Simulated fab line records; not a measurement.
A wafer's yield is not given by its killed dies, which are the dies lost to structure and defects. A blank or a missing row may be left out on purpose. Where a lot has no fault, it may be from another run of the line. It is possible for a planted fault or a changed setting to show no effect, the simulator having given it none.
Matching of chambers :: flow nand_harc :: 4 sister chambers for NHARC_P_GATE_DESCUM_93 on rie_diel-08
The step chemistry O2, time 3 s. 4 wafers are shown with their chamber, then 7 later ones without.

WAFERS PAIRED WITH THEIR CHAMBERS
wafer: L919.5
chamber: 0
showerhead_plenum_p_Torr (Torr): 1.89

wafer: L926.5
chamber: 2
showerhead_plenum_p_Torr (Torr): 1.80

wafer: L931.1
chamber: 1
showerhead_plenum_p_Torr (Torr): 2.00

wafer: L931.3
chamber: 3
showerhead_plenum_p_Torr (Torr): 1.87

WAFERS WITHOUT THEIR CHAMBER
wafer: L931.5
showerhead_plenum_p_Torr (Torr): 1.87

wafer: L933.3
showerhead_plenum_p_Torr (Torr): 1.87

wafer: L933.4
showerhead_plenum_p_Torr (Torr): 2.00

wafer: L933.6
showerhead_plenum_p_Torr (Torr): 1.88

wafer: L934.2
showerhead_plenum_p_Torr (Torr): 1.88

wafer: L934.4
showerhead_plenum_p_Torr (Torr): 1.87

wafer: L934.5
showerhead_plenum_p_Torr (Torr): 2.00

CHAMBER TAKEN BY EACH
wafer: L931.5
from the rows above: 3
in truth: 3

wafer: L933.3
from the rows above: 3
in truth: 3

wafer: L933.4
from the rows above: 1
in truth: 1

wafer: L933.6
from the rows above: can't be placed: 3 or 0
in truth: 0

wafer: L934.2
from the rows above: can't be placed: 3 or 0
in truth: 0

wafer: L934.4
from the rows above: 3
in truth: 3

wafer: L934.5
from the rows above: 1
in truth: 1
Correctly placed: 5 of 7. Unplaceable from these rows: 2, with the true chamber sitting among the candidates in 2. Wrongly placed: 0.
How it was worked out, from the rows above alone: a wafer's distance from a chamber is the root of the sum, over the readings, of the square of ((its reading less the chamber's mean) divided by the reading's scatter). If the next closest chamber is less than 2 further off than the closest, the wafer can't be placed; otherwise it belongs to the closest. The mean given for a chamber averages the wafers shown for that chamber. The scatter: with one shown wafer a chamber, the root of the mean of the squares of how far each hidden wafer lies from its nearest shown one.
